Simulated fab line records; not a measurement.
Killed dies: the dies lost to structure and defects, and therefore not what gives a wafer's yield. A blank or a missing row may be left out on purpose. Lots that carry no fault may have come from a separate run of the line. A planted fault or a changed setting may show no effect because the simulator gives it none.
Chamber matching    flow nandHarc    NHARC_A_M0_DEP_32 on pecvd-02: 3 sister chambers
The step deposits SiCN, target thk 30 nm. 3 wafers are shown with their chamber, then 12 later ones without.

== WAFERS, EACH WITH ITS CHAMBER ==
wafer   chamber  heaterPowerW (W)
L087.5  2        691
L088.2  0        668
L093.5  1        487

== WAFERS WHOSE CHAMBER IS MISSING ==
wafer   heaterPowerW (W)
L095.1  642
L095.3  593
L095.5  603
L096.1  503
L096.3  739
L096.4  755
L094.1  710
L094.3  725
L094.4  712
L097.3  676
L097.4  689
L097.6  535

== WHICH CHAMBER EACH ONE RAN IN ==
wafer   from the rows above           in truth
L095.1  can't be placed: 0 or 2       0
L095.3  can't be placed: 0 or 2 or 1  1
L095.5  can't be placed: 0 or 2 or 1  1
L096.1  1                             1
L096.3  can't be placed: 2 or 0       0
L096.4  can't be placed: 2 or 0       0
L094.1  can't be placed: 2 or 0       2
L094.3  can't be placed: 2 or 0       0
L094.4  can't be placed: 2 or 0       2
L097.3  can't be placed: 0 or 2       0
L097.4  can't be placed: 2 or 0       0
L097.6  1                             1
Placed correctly: 2 of 12. Cannot be placed on the basis of these rows: 10; the candidates contain the true chamber in 10. Wrongly placed: 0.
How it was worked out, from the rows above alone: a wafer's distance from a chamber is the root of the sum, over the readings, of the square of ((its reading less the chamber's mean) divided by the reading's scatter). If the next closest chamber is less than 2 further off than the closest, the wafer can't be placed; otherwise it belongs to the closest. Each chamber's mean is taken over the wafers shown for it. The scatter (one wafer shown for each chamber): square how far every hidden wafer sits from the nearest shown wafer, average those squares and take the square root.
